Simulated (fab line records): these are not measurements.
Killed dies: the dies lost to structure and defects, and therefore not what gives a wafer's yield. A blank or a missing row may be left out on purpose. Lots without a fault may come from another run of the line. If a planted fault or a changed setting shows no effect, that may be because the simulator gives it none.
Problem report, 8D (eight disciplines) form, completed by code -- flow nandHarc -- the parts of the form that need people (team, actions taken, sign-off) are left out

== 1. THE ISSUE ==
Wafers without a fault read 1.000 a.u. with a standard deviation of 0.007, while oesProductAu at NHARC_A_M1_ETCH_35 averages 0.835 a.u. across 2 wafers of 1 lot. That is -24 standard deviations from the usual mean.
The step: etches the open film in N2/H2, target depth 40 nm, overetch 12 nm, time 43.94 s.
Seen first at day 30 18:53 on rieDiel-07, wafer L743.3. At this step, 33 wafers from 11 lots have a number in the record. The rule behind "out" and "out of limits": a value lying over 4 standard deviations away from the usual mean. The other wafers with a number count as sound.

== 2. WHAT THIS IS AND IS NOT ==
question,is,is not
which readings at this step,oesProductAu,"biasW, drypumpMotorCurrentA, rfVppV, showerheadPlenumPTorr, throttleValvePct"
which lots,L743,"L723, L725, L726, L727, L728, L730, L731, L734, L736, L737"
which wafers of those lots,"L743.3, L743.5",L743.4
read on which tools,rieDiel-07,rieDiel-13
when,from day 30 18:53,up to then (31 sound wafers)

== 3. WHAT RULES OUT EACH SUSPECT ==
Counting: a tool at a process step up to the reading stays a suspect if it ran every lot that is out. Sound lots after the first of them don't rule it out here, since some wafers of a struck lot are sound.
- rieDiel-11 at NHARC_A_M0_ETCH_15 (etches the open film in C4F8/Ar, target depth 150 nm, overetch 15 nm, time 82.5 s): kept. It ran the lot that is out, L743 (day 30 16:55); its last sound lot up to then is L737 (day 28 17:02). NHARC_A_M0_ETCH_15: start missing for some lots; hours and lot order therefore follow NHARC_A_M0_CMP_23.
- cmp-02 at NHARC_A_M0_CMP_23 (polishes, t overpolish 20 s, target thk 113.75 nm): kept. It ran the lot that is out, L743 (day 30 16:55); its last sound lot up to then is L734 (day 27 20:10).
- rieDiel-07 at NHARC_A_M1_ETCH_35 (etches the open film in N2/H2, target depth 40 nm, overetch 12 nm, time 43.94 s): kept. It ran the lot that is out, L743 (day 30 18:53); its last sound lot up to then is L737 (day 28 19:02). Its own oesProductAu readings are out on those wafers.
- Within rieDiel-11 at NHARC_A_M0_ETCH_15: the wafers that are out ran in chamber 2; their sound lot-mates ran in chamber 3.
- Within cmp-02 at NHARC_A_M0_CMP_23: the wafers that are out ran in chambers 0, 1; their sound lot-mates ran in chamber 2.
- Within rieDiel-07 at NHARC_A_M1_ETCH_35: the wafers that are out ran in chamber 0; their sound lot-mates ran in chamber 2.
After the count, these remain: rieDiel-11 at NHARC_A_M0_ETCH_15, cmp-02 at NHARC_A_M0_CMP_23 and rieDiel-07 at NHARC_A_M1_ETCH_35.

== 4. THE CAUSE (what the simulator had put in) ==
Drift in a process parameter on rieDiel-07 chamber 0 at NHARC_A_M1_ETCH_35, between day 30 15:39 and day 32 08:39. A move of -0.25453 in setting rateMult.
Counting left 3 suspects, and this tool is among them.

== 5. THE CHAIN OF EFFECTS, in route order ==
Rows list readings where the struck wafers' mean (over those with a number) sits beyond 3 standard deviations from the usual. Readings are gone through only where the record gives a usual standard deviation; hours: the median, over the lots, of the time from a lot's start at the first step in this table giving one to that lot's start at this step; sigmas: the change measured in usual standard deviations.
hours,step,reading,usual,on struck wafers,change,sigmas
0,NHARC_A_M1_ETCH_35,oesProductAu,1.000 a.u.,0.835,-0.165,-24
Process steps it contains:
- NHARC_A_M1_ETCH_35: etches the open film in N2/H2, target depth 40 nm, overetch 12 nm, time 43.94 s.

== 6. HOW IT WOULD HAVE BEEN CAUGHT EARLIER ==
First out-of-limits reading in this record: day 30 18:53, which is 3 hours after fault onset at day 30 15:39.
